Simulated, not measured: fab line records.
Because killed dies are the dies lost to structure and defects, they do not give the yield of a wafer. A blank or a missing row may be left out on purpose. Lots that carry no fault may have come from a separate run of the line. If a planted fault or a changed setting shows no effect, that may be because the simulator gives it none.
fab line records	flow n5-finfet	part 1 of 2: steps 1 to 23 of 31
record lots=5	wafers=15	last-day=17
route steps=1938 shown BEOL_M13@1671
lots that met no fault: taken from a fault-free run of the same line
start-h: hours from the record's opening day to when the first of the lot's shown wafers began	wait-h: time in hours since the lot's previous step	" identical to the entry in the row above	L1.1+2: a single row standing in for several wafers	- no value, or no start was given	* or withheld: withheld	< > ~ a bound
route shown NAME@n: a module of which the file shows steps, and the number in the route of the first	usual: mean/standard deviation of fault-free wafers	same: alike in all rows	chamber/n: place in a boat	sites: the reading at each site	_std_site: standard deviation across them	_edge_site: mean of outer sites minus mean of inner sites	radius-mm: for every site, how far away it sits from the centre of the wafer	mask NAME#n: copy n	behind: the tool/chamber that last shaped the wafer	hold: cause of the lot's hold/its duration in hours/its outcome	device: the n, p or np transistor that did not switch	end of line: the route-end tests of the same wafers	a step given without rows: its recipe and nothing more	killed: at the first sort, the dies lost to defects and structure; wafer yield is something else	map: a wafer's dies, x killed, . not, _ none there
set.NAME: the setting the step ran with; set.NAME@STEP: the setting that earlier step ran with	model.NAME: the simulator's own value behind a step, which no gauge read
lots at some steps of the route; a table a step, a row a wafer
services: when a tool's chamber went out of use (start-h, in hours from the record's first day, below 0 if earlier), for how many hours, and the reason
## steps
# step N5_BEOL_M13_INSPECT_12
# recipe mode=adi	inspect-instrument=macro
# usual raw-defect-count=2.1/1.4
lot.wafer	tool	chamber	start-h	wait-h	raw-defect-count
L077.2	defect-inspect-01	-	265.55	0.0	0
L077.4	"	-	"	"	2
L077.5	"	-	"	"	4
L080.1	defect-inspect-02	-	271.58	0.0	1
L080.2	"	-	"	"	1
L080.6	"	-	"	"	1
L081.3	defect-inspect-01	-	303.00	0.0	4
L081.4	"	-	"	"	2
L081.6	"	-	"	"	3
L087.1	defect-inspect-01	-	339.63	0.0	1
L087.3	"	-	"	"	1
L087.6	"	-	"	"	4
L091.1	defect-inspect-01	-	362.08	0.0	2
L091.3	"	-	"	"	0
L091.5	"	-	"	"	0
# step N5_BEOL_M13_DESCUM_15
# recipe chemistry=O2	time-s=7.9	source-power-w=50	bias-power-w=20	pressure-mtorr=20	rf-frequency-hz=2.712e+07	temp-c=40	o2-flow-sccm=225
# usual drypump-motor-current-A=5.7/0.61	oes-product-au=0.79/0.092	rf-vpp-V=242.9/1.3	showerhead-plenum-p-Torr=2.07/0.072	throttle-valve-pct=20.3/0.33
lot.wafer	tool	chamber	start-h	wait-h	drypump-motor-current-A	oes-product-au	rf-hours-counter-h	rf-vpp-V	showerhead-plenum-p-Torr	throttle-valve-pct
L077.2	rie-diel-02	0	265.59	0.0	5.8	0.68	246	243.2	2.16	21.1
L077.4	"	3	"	"	6.6	0.83	73	241.5	2.03	20.0
L077.5	"	0	"	"	5.8	0.67	-	244.0	2.16	21.1
L080.1	rie-diel-02	3	271.75	0.2	6.6	0.83	75	242.1	2.02	20.0
L080.2	"	0	"	"	5.7	0.67	249	243.7	2.16	21.1
L080.6	"	0	"	"	5.7	0.67	-	243.2	2.16	21.1
L081.3	rie-diel-04	2	303.03	0.0	5.2	0.72	185	244.6	2.10	20.2
L081.4	"	3	"	"	6.3	0.71	239	244.2	2.04	20.3
L081.6	"	1	"	"	5.3	0.80	-	242.3	2.02	20.1
L087.1	rie-diel-03	1	339.66	0.0	6.3	0.90	20	244.2	2.13	19.9
L087.3	"	2	"	"	5.6	0.70	252	241.9	2.08	20.9
L087.6	"	1	"	"	6.3	0.90	-	244.2	2.13	19.9
L091.1	rie-diel-04	3	362.27	0.2	6.2	0.98	2	242.4	2.03	20.0
L091.3	"	0	"	"	5.9	0.71	184	239.1	1.91	20.5
L091.5	"	2	"	"	5.2	0.70	-	243.5	2.09	20.2
# step N5_BEOL_M13_ETCH_59
# recipe chemistry=N2/H2	target=BARC	target-depth-a=890	overetch-a=267	time-s=67.9	ion-energy-ev=200	pressure-mtorr=30	source-w=840	bias-w=150	n2-flow-sccm=200	h2-flow-sccm=200
# usual drypump-motor-current-A=5.7/0.61	oes-product-au=0.67/0.073	rf-vpp-V=523.1/2.4	showerhead-plenum-p-Torr=2.51/0.084	throttle-valve-pct=17.8/0.33
lot.wafer	tool	chamber	start-h	wait-h	drypump-motor-current-A	oes-product-au	rf-hours-counter-h	rf-vpp-V	showerhead-plenum-p-Torr	throttle-valve-pct
L077.2	rie-diel-02	0	265.62	0.0	5.8	0.59	246	525.9	2.62	18.6
L077.4	"	3	"	"	6.6	0.71	73	521.6	2.45	17.3
L077.5	"	0	"	"	5.8	0.59	-	524.6	2.62	18.6
L080.1	rie-diel-02	3	271.79	0.0	6.6	0.70	75	521.5	2.45	17.4
L080.2	"	0	"	"	5.7	0.59	249	526.4	2.62	18.6
L080.6	"	0	"	"	5.7	0.59	-	525.8	2.62	18.6
L081.3	rie-diel-04	2	303.06	0.0	5.2	0.62	185	523.9	2.52	17.6
L081.4	"	3	"	"	6.3	0.60	239	522.6	2.50	17.8
L081.6	"	1	"	"	5.3	0.69	-	521.9	2.45	17.7
L087.1	rie-diel-03	1	339.70	0.0	6.3	0.77	20	524.9	2.60	17.3
L087.3	"	2	"	"	5.6	0.60	252	522.5	2.48	18.1
L087.6	"	1	"	"	6.3	0.76	-	526.5	2.60	17.3
L091.1	rie-diel-04	3	362.31	0.0	6.2	0.84	2	522.0	2.49	17.5
L091.3	"	0	"	"	5.9	0.61	184	519.0	2.34	18.0
L091.5	"	2	"	"	5.2	0.61	-	523.6	2.51	17.7
# step N5_BEOL_M13_VIA_ETCH_16
# recipe chemistry=C4F8/O2/Ar	target=SiOC	pressure-mtorr=30	source-w=3000	bias-w=700	Ar_flow_sccm=400	C4F8_flow_sccm=15	O2_flow_sccm=8	he-inner-torr=15	he-outer-torr=30	target-depth-a=9217	time-s=withheld	ion-energy-ev=250	ends=cleared
# usual drypump-motor-current-A=5.7/0.61	oes-product-au=0.71/0.082	rf-vpp-V=665/3	showerhead-plenum-p-Torr=3.38/0.11	throttle-valve-pct=24.1/0.31
lot.wafer	tool	chamber	start-h	wait-h	drypump-motor-current-A	oes-product-au	rf-vpp-V	showerhead-plenum-p-Torr	throttle-valve-pct
L077.2	rie-diel-02	0	265.67	0.0	5.7	0.61	668	3.50	24.8
L077.4	"	3	"	"	6.6	0.76	663	3.35	23.9
L077.5	"	0	"	"	5.8	0.62	667	3.50	24.8
L080.1	rie-diel-02	3	271.84	0.0	6.7	0.75	661	3.34	23.9
L080.2	"	0	"	"	5.8	0.61	669	3.50	24.8
L080.6	"	0	"	"	5.7	0.61	667	3.50	24.8
L081.3	rie-diel-04	2	303.12	0.0	5.2	0.64	666	3.40	23.8
L081.4	"	3	"	"	6.3	0.63	665	3.38	24.2
L081.6	"	1	"	"	5.3	0.71	663	3.28	23.7
L087.1	rie-diel-03	1	339.75	0.0	6.3	0.81	667	3.48	23.6
L087.3	"	2	"	"	5.7	0.63	664	3.36	24.5
L087.6	"	1	"	"	6.4	0.82	668	3.48	23.6
L091.1	rie-diel-04	3	362.36	0.0	6.3	0.89	665	3.38	23.9
L091.3	"	0	"	"	5.9	0.64	659	3.13	24.1
L091.5	"	2	"	"	5.2	0.64	665	3.39	23.9
# step N5_BEOL_M13_STRIP_63
# recipe chemistry=N2/H2	power-w=1000	temp-c=250	h2-frac=0.65	overash-fraction=0.3	pressure-mtorr=1000	n2-flow-sccm=1750	h2-flow-sccm=3250
# usual drypump-motor-current-A=5.5/0.41	heater-power-w=307/27	oes-product-au=0.674/0.0047	strip-time-to-endpoint-s=28.0/1.1
lot.wafer	tool	chamber	start-h	wait-h	drypump-motor-current-A	heater-power-w	oes-product-au	rf-hours-counter-h	strip-time-to-endpoint-s
L077.2	plasma-asher-02	1	265.91	-	5.1	268	0.674	73	29.0
L077.4	"	1	"	"	5.1	269	0.673	-	27.4
L077.5	"	0	"	"	5.4	332	0.678	-	27.5
L080.1	plasma-asher-02	0	272.07	-	5.4	329	0.670	74	27.3
L080.2	"	1	"	"	5.1	268	0.669	74	27.4
L080.6	"	0	"	"	5.4	333	0.676	-	26.7
L081.3	plasma-asher-02	1	303.37	-	5.1	272	0.669	-	29.9
L081.4	"	0	"	"	5.4	328	0.672	-	27.1
L081.6	"	1	"	"	5.1	263	0.671	-	28.9
L087.1	plasma-asher-02	1	339.98	-	5.1	272	0.671	86	27.2
L087.3	"	0	"	"	5.4	328	0.666	-	28.3
L087.6	"	0	"	"	5.4	327	0.675	-	27.4
L091.1	plasma-asher-01	0	362.60	-	5.7	328	0.681	144	30.1
L091.3	"	0	"	"	5.6	327	0.672	-	26.7
L091.5	"	0	"	"	5.6	327	0.680	-	28.8
# step N5_BEOL_M13_STRIP_64
# recipe chemistry=N2/H2	power-w=1000	temp-c=250	h2-frac=0.65	overash-fraction=0.3	pressure-mtorr=withheld	n2-flow-sccm=1750	h2-flow-sccm=3250
# usual drypump-motor-current-A=5.5/0.41	heater-power-w=307/28	oes-product-au=0.714/0.0043	strip-time-to-endpoint-s=31.35/0.081
lot.wafer	tool	chamber	start-h	wait-h	drypump-motor-current-A	heater-power-w	oes-product-au	rf-hours-counter-h	strip-time-to-endpoint-s
L077.2	plasma-asher-02	1	265.97	0.0	5.1	267	0.720	73	31.34
L077.4	"	1	"	"	5.1	268	0.720	-	31.34
L077.5	"	0	"	"	5.4	330	0.717	-	31.41
L080.1	plasma-asher-02	0	272.13	0.0	5.4	330	0.716	74	31.31
L080.2	"	1	"	"	5.1	273	0.714	74	31.32
L080.6	"	0	"	"	5.4	330	0.714	-	31.30
L081.3	plasma-asher-02	1	303.43	0.0	5.1	272	0.716	-	31.44
L081.4	"	0	"	"	5.4	333	0.718	-	31.36
L081.6	"	1	"	"	5.1	268	0.710	-	31.40
L087.1	plasma-asher-02	1	340.04	0.0	5.1	266	0.716	86	31.28
L087.3	"	0	"	"	5.4	337	0.714	-	31.24
L087.6	"	0	"	"	5.4	327	0.714	-	31.25
L091.1	plasma-asher-01	0	362.66	0.0	5.6	338	0.703	144	31.39
L091.3	"	0	"	"	5.6	333	0.717	-	31.43
L091.5	"	0	"	"	5.6	329	0.721	-	31.28
# step N5_BEOL_M13_STRIP_71
# recipe chemistry=post-etch-residue-remover	time-s=60	temp-c=25	remover-ph=withheld	remover-water-wt-pct=withheld	remover-fluoride-wt-pct=withheld
lot.wafer	tool	chamber	start-h	wait-h
L077.2+4+5	wet-bench-06	6,0,1	266.06	0.1
L080.1+2+6	wet-bench-05	4,6,0	272.22	0.1
L081.3+4+6	wet-bench-05	5,3,7	303.50	0.0
L087.1+3+6	wet-bench-03	3,4,0	340.13	0.1
L091.1+3+5	wet-bench-03	6,4,2	362.74	0.1
# step N5_BEOL_M13_SRD_72
# recipe time-s=30	temp-c=23	rinse-liquid=diw	dry=n2-spin	spin-rpm=1500	dry-time-s=30
# usual bath-heat-duty-pct=3.4/0.45
lot.wafer	tool	chamber	start-h	wait-h	bath-heat-duty-pct
L077.2	wet-bench-06	6	266.08	0.0	3.4
L077.4	"	0	"	"	3.5
L077.5	"	1	"	"	3.7
L080.1	wet-bench-05	4	272.24	0.0	3.3
L080.2	"	6	"	"	3.7
L080.6	"	0	"	"	3.7
L081.3	wet-bench-05	5	303.52	0.0	3.5
L081.4	"	3	"	"	4.0
L081.6	"	7	"	"	3.3
L087.1	wet-bench-03	3	340.17	0.0	3.4
L087.3	"	4	"	"	3.8
L087.6	"	0	"	"	3.3
L091.1	wet-bench-03	6	362.76	0.0	5.0
L091.3	"	4	"	"	3.1
L091.5	"	2	"	"	2.7
# step N5_BEOL_M13_CD_MEAS_17
# recipe target-cd-nm=190	polarity=opening
# usual cd-nm=189.7/1.6
lot.wafer	tool	chamber	start-h	wait-h	cd-nm
L077.2	cd-sem-03	-	266.12	0.0	189.2
L077.4	"	-	"	"	188.7
L077.5	"	-	"	"	188.4
L080.1	cd-sem-01	-	272.28	0.0	190.2
L080.2	"	-	"	"	188.7
L080.6	"	-	"	"	188.1
L081.3	cd-sem-02	-	303.56	0.0	189.8
L081.4	"	-	"	"	190.1
L081.6	"	-	"	"	192.4
L087.1	cd-sem-01	-	340.23	0.0	190.1
L087.3	"	-	"	"	189.1
L087.6	"	-	"	"	187.8
L091.1	cd-sem-01	-	362.80	0.0	189.6
L091.3	"	-	"	"	187.7
L091.5	"	-	"	"	189.5
# step N5_BEOL_M13_COAT_65
# recipe resist=SOC	temp-c=250	time-s=60	spin-rpm=1500	resist-thk-nm=350
lot.wafer	tool	chamber	start-h	wait-h
L077.2+4+5	litho-track-04	0	266.16	0.0
L080.1+2+6	litho-track-05	0	272.32	0.0
L081.3+4+6	litho-track-01	0	303.60	0.0
L087.1+3+6	litho-track-05	0	340.26	0.0
L091.1+3+5	litho-track-01	0	362.84	0.0
# step N5_BEOL_M13_COAT_66
# recipe resist=SiARC	temp-c=220	time-s=60	spin-rpm=1500	resist-thk-nm=110
lot.wafer	tool	chamber	start-h	wait-h
L077.2+4+5	litho-track-04	0	-	-
L080.1+2+6	litho-track-05	0	-	-
L081.3+4+6	litho-track-01	0	-	-
L087.1+3+6	litho-track-05	0	-	-
L091.1+3+5	litho-track-01	0	-	-
# step N5_BEOL_M13_COAT_22
# recipe spin-rpm=2888	resist-thk-nm=300
lot.wafer	tool	chamber	start-h	wait-h
L077.2+4+5	litho-track-04	0	-	-
L080.1+2+6	litho-track-05	0	-	-
L081.3+4+6	litho-track-01	0	-	-
L087.1+3+6	litho-track-05	0	-	-
L091.1+3+5	litho-track-01	0	-	-
# step N5_BEOL_M13_EBR_24
# recipe solvent=PGMEA	ebr-width-mm=1.5
lot.wafer	tool	chamber	start-h	wait-h
L077.2+4+5	litho-track-04	0	-	-
L080.1+2+6	litho-track-05	0	-	-
L081.3+4+6	litho-track-01	0	-	-
L087.1+3+6	litho-track-05	0	-	-
L091.1+3+5	litho-track-01	0	-	-
# step N5_BEOL_M13_SOFTBAKE_23
# recipe temp-c=130	time-s=60
lot.wafer	tool	chamber	start-h	wait-h
L077.2+4+5	litho-track-04	0	-	-
L080.1+2+6	litho-track-05	0	-	-
L081.3+4+6	litho-track-01	0	-	-
L087.1+3+6	litho-track-05	0	-	-
L091.1+3+5	litho-track-01	0	-	-
# step N5_BEOL_M13_EXPOSE_25
# recipe mask-id=M13	na=0.93	source-shape=conventional	sigma-outer=0.4	polarization=unpolarized	target-cd-nm=210	dose-mj=22
lot.wafer	tool	chamber	start-h	wait-h	mask
L077.2+4+5	krf-scanner-01	0	266.28	-	M13#0
L080.1+2+6	krf-scanner-01	0	272.44	-	M13#0
L081.3+4+6	krf-scanner-02	0	303.85	-	M13#0
L087.1+3+6	krf-scanner-02	0	340.38	-	M13#0
L091.1+3+5	krf-scanner-01	0	362.96	-	M13#0
# step N5_BEOL_M13_PEB_26
# recipe peb-temp-c=130	peb-time-s=90
lot.wafer	tool	chamber	start-h	wait-h
L077.2+4+5	litho-track-05	0	266.33	0.0
L080.1+2+6	litho-track-05	0	272.49	0.1
L081.3+4+6	litho-track-01	0	303.90	0.0
L087.1+3+6	litho-track-01	0	340.44	0.1
L091.1+3+5	litho-track-04	0	363.01	0.1
# step N5_BEOL_M13_DEVELOP_27
# recipe develop-time-s=45	rinse-liquid=diw	dry=air-spin	dev-temp-c=21
lot.wafer	tool	chamber	start-h	wait-h
L077.2+4+5	litho-track-05	0	-	-
L080.1+2+6	litho-track-05	0	-	-
L081.3+4+6	litho-track-01	0	-	-
L087.1+3+6	litho-track-01	0	-	-
L091.1+3+5	litho-track-04	0	-	-
# step N5_BEOL_M13_HARDBAKE_32
# recipe temp-c=130	time-s=120
lot.wafer	tool	chamber	start-h	wait-h
L077.2+4+5	litho-track-05	0	-	-
L080.1+2+6	litho-track-05	0	-	-
L081.3+4+6	litho-track-01	0	-	-
L087.1+3+6	litho-track-01	0	-	-
L091.1+3+5	litho-track-04	0	-	-
# step N5_BEOL_M13_CD_MEAS_28
# recipe target-cd-nm=209.5	landing-energy-ev=500	detector=se-inlens
# usual cd-nm=209.1/1.4
lot.wafer	tool	chamber	start-h	wait-h	cd-nm
L077.2	cd-sem-01	0	266.45	-	208.8
L077.4	"	0	"	"	209.4
L077.5	"	0	"	"	209.5
L080.1	cd-sem-03	0	272.61	-	207.3
L080.2	"	0	"	"	207.4
L080.6	"	0	"	"	208.0
L081.3	cd-sem-03	0	304.01	-	209.7
L081.4	"	0	"	"	209.1
L081.6	"	0	"	"	210.8
L087.1	cd-sem-02	0	340.55	-	208.8
L087.3	"	0	"	"	208.9
L087.6	"	0	"	"	207.8
L091.1	cd-sem-01	0	363.13	-	210.4
L091.3	"	0	"	"	209.4
L091.5	"	0	"	"	209.4
# step N5_BEOL_M13_OVL_MEAS_29
# recipe points-per-wafer=44
# usual M13_OVL=2/5
lot.wafer	tool	chamber	start-h	wait-h	M13_OVL[nm]
L077.2	overlay-02	0	266.48	0.0	-4
L077.4	"	0	"	"	2
L077.5	"	0	"	"	2
L080.1	overlay-01	0	272.64	0.0	10
L080.2	"	0	"	"	4
L080.6	"	0	"	"	5
L081.3	overlay-01	0	304.04	0.0	-1
L081.4	"	0	"	"	-6
L081.6	"	0	"	"	0
L087.1	overlay-01	0	340.58	0.0	10
L087.3	"	0	"	"	4
L087.6	"	0	"	"	11
L091.1	overlay-01	0	363.16	0.0	-4
L091.3	"	0	"	"	-4
L091.5	"	0	"	"	-5
# step N5_BEOL_M13_INSPECT_30
# recipe mode=adi	inspect-instrument=macro
# usual raw-defect-count=2.0/1.4
lot.wafer	tool	chamber	start-h	wait-h	raw-defect-count
L077.2	defect-inspect-02	-	266.50	0.0	1
L077.4	"	-	"	"	1
L077.5	"	-	"	"	2
L080.1	defect-inspect-01	-	272.66	0.0	1
L080.2	"	-	"	"	3
L080.6	"	-	"	"	2
L081.3	defect-inspect-01	-	304.07	0.0	5
L081.4	"	-	"	"	2
L081.6	"	-	"	"	0
L087.1	defect-inspect-02	-	340.61	0.0	1
L087.3	"	-	"	"	1
L087.6	"	-	"	"	2
L091.1	defect-inspect-02	-	363.18	0.0	2
L091.3	"	-	"	"	1
L091.5	"	-	"	"	0
# step N5_BEOL_M13_DESCUM_33
# recipe chemistry=O2	time-s=7.9	source-power-w=50	bias-power-w=20	pressure-mtorr=20	rf-frequency-hz=2.712e+07	temp-c=40	o2-flow-sccm=225
# usual drypump-motor-current-A=5.7/0.6	oes-product-au=0.79/0.092	rf-vpp-V=242.6/1.3	showerhead-plenum-p-Torr=2.06/0.071	throttle-valve-pct=20.32/0.29
lot.wafer	tool	chamber	start-h	wait-h	drypump-motor-current-A	oes-product-au	rf-hours-counter-h	rf-vpp-V	showerhead-plenum-p-Torr	throttle-valve-pct
L077.2	rie-diel-04	1	266.53	0.0	5.3	0.81	110	242.4	2.02	20.07
L077.4	"	0	"	"	5.9	0.73	156	241.5	1.92	20.44
L077.5	"	1	"	"	5.3	0.80	-	243.6	2.02	20.07
L080.1	rie-diel-02	3	272.70	0.0	6.6	0.84	76	242.2	2.02	19.98
L080.2	"	2	"	"	4.6	0.89	29	243.1	2.14	20.35
L080.6	"	1	"	"	6.6	0.67	-	243.3	2.16	20.70
L081.3	rie-diel-03	1	304.10	0.0	6.3	0.93	6	244.1	2.14	19.83
L081.4	"	2	"	"	5.6	0.71	239	243.0	2.09	20.93
L081.6	"	1	"	"	6.3	0.93	-	243.8	2.14	19.84
L087.1	rie-diel-02	0	340.64	0.0	5.7	0.93	16	244.0	2.15	20.73
L087.3	"	2	"	"	4.6	0.85	51	244.7	2.13	20.38
L087.6	"	2	"	"	4.6	0.84	-	245.0	2.13	20.37
L091.1	rie-diel-04	2	363.42	0.2	5.2	0.71	205	242.5	2.09	20.21
L091.3	"	1	"	"	5.3	0.77	140	241.8	2.01	20.12
L091.5	"	3	"	"	6.2	0.97	-	242.7	2.03	19.97
# step N5_BEOL_M13_ETCH_67
# recipe chemistry=CF4	target=SiARC	target-depth-a=1430	time-s=238.3	ion-energy-ev=80	pressure-mtorr=40	source-w=545	bias-w=36	Ar_flow_sccm=100	cf4-flow-sccm=100	ends=cleared
# usual cf4-flow-sccm=100.0/0.32	drypump-motor-current-A=5.7/0.6	etch-rf-on-time-s=240/4.2	oes-product-au=0.67/0.077	rf-vpp-V=183.7/1.1	showerhead-plenum-p-Torr=2.11/0.068	throttle-valve-pct=15.51/0.25
lot.wafer	tool	chamber	start-h	wait-h	cf4-flow-sccm	drypump-motor-current-A	etch-rf-on-time-s	oes-product-au	rf-hours-counter-h	rf-vpp-V	showerhead-plenum-p-Torr	throttle-valve-pct
L077.2	rie-diel-04	1	266.57	0.0	100.2	5.3	239	0.68	110	182.9	2.06	15.24
L077.4	"	0	"	"	99.5	5.9	239	0.63	157	182.6	1.97	15.64
L077.5	"	1	"	"	100.1	5.3	237	0.69	-	182.7	2.06	15.26
L080.1	rie-diel-02	3	272.73	0.0	100.2	6.6	235	0.71	76	183.0	2.09	15.25
L080.2	"	2	"	"	99.8	4.6	230	0.77	29	184.6	2.20	15.51
L080.6	"	1	"	"	100.5	6.6	242	0.57	-	184.9	2.19	15.88
L081.3	rie-diel-03	1	304.13	0.0	100.4	6.3	238	0.80	6	183.9	2.19	15.00
L081.4	"	2	"	"	100.7	5.7	242	0.60	239	183.6	2.11	15.92
L081.6	"	1	"	"	100.5	6.3	236	0.81	-	187.2	2.19	15.00
L087.1	rie-diel-02	0	340.68	0.0	100.8	5.8	241	0.79	16	184.3	2.20	15.82
L087.3	"	2	"	"	99.9	4.7	233	0.74	51	185.0	2.19	15.56
L087.6	"	2	"	"	99.3	4.7	232	0.73	-	184.4	2.19	15.55
L091.1	rie-diel-04	2	363.46	0.0	99.6	5.2	248	0.60	205	183.7	2.12	15.36
L091.3	"	1	"	"	100.4	5.3	243	0.65	140	184.7	2.05	15.34
L091.5	"	3	"	"	100.0	6.3	243	0.82	-	182.0	2.11	15.27
